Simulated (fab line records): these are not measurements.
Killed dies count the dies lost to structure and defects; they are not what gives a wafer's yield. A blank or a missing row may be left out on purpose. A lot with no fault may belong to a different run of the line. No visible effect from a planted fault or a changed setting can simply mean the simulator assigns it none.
Matching of chambers -- flow n5 finfet -- N5_HKMG_FIN_NWFM_ALD_20 on ald metal-01: 4 sister chambers
The step deposits TiAlC, target thk 2 nm, pulse time 3 s, purge time 2 s. 8 wafers are shown with their chamber, then 8 later ones without.

EACH WAFER AND ITS CHAMBER
wafer,chamber,heater power w (W),susceptor temp C (C)
L080.6,1,508,300.27
L082.5,0,495,299.51
L084.3,3,496,300.24
L084.6,2,530,299.83
L089.1,3,481,299.77
L089.3,1,501,300.01
L089.4,0,474,299.98
L090.2,2,531,300.32

WAFERS WITHOUT THEIR CHAMBER
wafer,heater power w (W),susceptor temp C (C)
L090.3,477,299.63
L090.4,501,299.70
L094.1,502,299.82
L094.5,482,299.73
L094.6,509,300.28
L096.1,490,300.01
L096.3,509,300.00
L096.5,492,299.88

WHICH CHAMBER EACH WENT THROUGH
wafer,from the rows above,in truth
L090.3,can't be placed: 0 or 3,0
L090.4,can't be placed: 1 or 3 or 0 or 2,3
L094.1,can't be placed: 1 or 3 or 0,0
L094.5,can't be placed: 0 or 3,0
L094.6,can't be placed: 1 or 3 or 2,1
L096.1,can't be placed: 3 or 0 or 1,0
L096.3,can't be placed: 1 or 3 or 2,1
L096.5,can't be placed: 3 or 0 or 1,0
Placed correctly: 0 of 8. From these rows, 8 cannot be placed; in 8 the true chamber is one of the candidates. Placed wrongly: 0.
How it was worked out, from the rows above alone: a wafer's distance from a chamber is the root of the sum, over the readings, of the square of ((its reading less the chamber's mean) divided by the reading's scatter). The wafer belongs to the nearest chamber; if the next one is less than 2 further off, it can't be placed. For every chamber, the mean is computed from those of its wafers that are shown. The scatter is the square root of a quotient: the sum, over the shown wafers, of each reading's squared deviation from its chamber's mean, divided by wafers minus chambers.
